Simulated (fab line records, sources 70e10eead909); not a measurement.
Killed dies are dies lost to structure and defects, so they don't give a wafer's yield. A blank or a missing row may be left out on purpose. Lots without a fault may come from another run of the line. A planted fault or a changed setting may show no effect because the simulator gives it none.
A struck lot beside a sound one | flow nand_harc | 15 steps out of a route of 1159
Sound: wafers L566.1, L566.2, L566.3. Struck: wafers L558.3, L558.4, L558.6. The cause comes at the end.
At each step with rows: each side's tool, then ch and its chambers, then its first start. Under that, the readings that differ: sound wafers | struck wafers | difference of the means | sigmas: that difference in standard deviations of wafers without a fault.
alike: readings whose means differ by less than 2 such deviations, and words and numbers that are the same on both sides. not compared: withheld readings, readings that some wafer has no value for, bounds like >300 that may hide the same value, and numbers for which the record gives no deviation and whose values overlap.
The two part at a step that has a row with sigmas, a row that says differs or no value, or rows on one side only. Numbers that don't overlap but have no deviation are shown without sigmas and don't part them. A reading that every wafer of one side lacks parts them only if that side has two wafers or more.

NHARC_P_CONTACT_INSPECT_14:
  sound on defect_inspect-02, day 10 00:50; struck on defect_inspect-02, day 8 01:01
  alike: raw_defect_count
then, 2 steps without rows for these wafers: NHARC_P_CONTACT_DESCUM_17 (chemistry O2, time 3 s); NHARC_P_CONTACT_ETCH_35 (etches the open film in CF4, target depth 39 nm, time 65 s).
NHARC_P_CONTACT_ETCH_36: etches the open film in N2/H2, target depth 260 nm, time 406.25 s.
  sound on rie_diel-01 ch 0,1,2; struck on rie_diel-12 ch 1,2
  alike: bias_w, drypump_motor_current_A, n2_flow_sccm, oes_product_au, rf_vpp_V, showerhead_plenum_p_Torr, throttle_valve_pct
  not compared: rf_hours_counter_h
NHARC_P_CONTACT_ETCH_18: etches the open film in C4F8/O2/Ar, target depth 481 nm, time 240.5 s.
  sound on rie_diel-01 ch 0,2,3; struck on rie_diel-12 ch 0,1,2
  alike: bias_w, oes_product_au, rf_vpp_V
  not compared: rf_hours_counter_h
then, 1 step without rows for these wafers: NHARC_P_CONTACT_STRIP_37 (strips in C4F8/O2/Ar).
NHARC_P_CONTACT_ETCH_31: etches the open film in CH3F/O2, target depth 30 nm, time 85.7 s.
  sound on rie_diel-01 ch 0,2,3; struck on rie_diel-12 ch 0,1
  alike: bias_w, drypump_motor_current_A, oes_product_au, rf_vpp_V, showerhead_plenum_p_Torr, throttle_valve_pct
  not compared: rf_hours_counter_h
NHARC_P_CONTACT_CD_MEAS_19:
  sound on cd_sem-01, day 10 01:52; struck on cd_sem-03, day 8 02:04
  alike: cd_nm
NHARC_P_CONTACT_STRIP_28: strips in O2.
  sound on rie_diel-02 ch 1,2,3, day 10 01:56; struck on rie_diel-01 ch 1,2,3, day 8 02:10
  alike: drypump_motor_current_A, oes_product_au, rf_vpp_V, showerhead_plenum_p_Torr, throttle_valve_pct
  not compared: rf_hours_counter_h
then, 3 steps without rows for these wafers: NHARC_P_CONTACT_STRIP_29 (strips in post etch residue remover, time 1200 s); NHARC_P_CONTACT_DEGAS_38 (time 60 s); NHARC_P_CONTACT_PRE_CLEAN_39 (time 19.5 s).
NHARC_P_CONTACT_PVD_32: deposits Ti, target thk 5 nm, time 17.7 s.
  sound on pvd_sputter-01, day 10 02:43; struck on pvd_sputter-03, day 8 03:10
  alike: throttle_valve_pct
NHARC_P_CONTACT_ALD_22: deposits TiN, target thk 3 nm, pulse time 1 s, ald cycles 150.
  sound on ald_metal-03 ch 1,2,3, day 10 02:49; struck on ald_metal-02 ch 0,3, day 8 03:20
  alike: heater_power_w, precursor_pulse_height_rel, susceptor_temp_C
NHARC_END_SORT_01:
  the record has rows for the sound wafers here (prober-01 ch 0, day 23 16:05) and none for the struck ones

WHERE THEY PART
Only at NHARC_END_SORT_01, within this record.

WHY: what the simulator had put in
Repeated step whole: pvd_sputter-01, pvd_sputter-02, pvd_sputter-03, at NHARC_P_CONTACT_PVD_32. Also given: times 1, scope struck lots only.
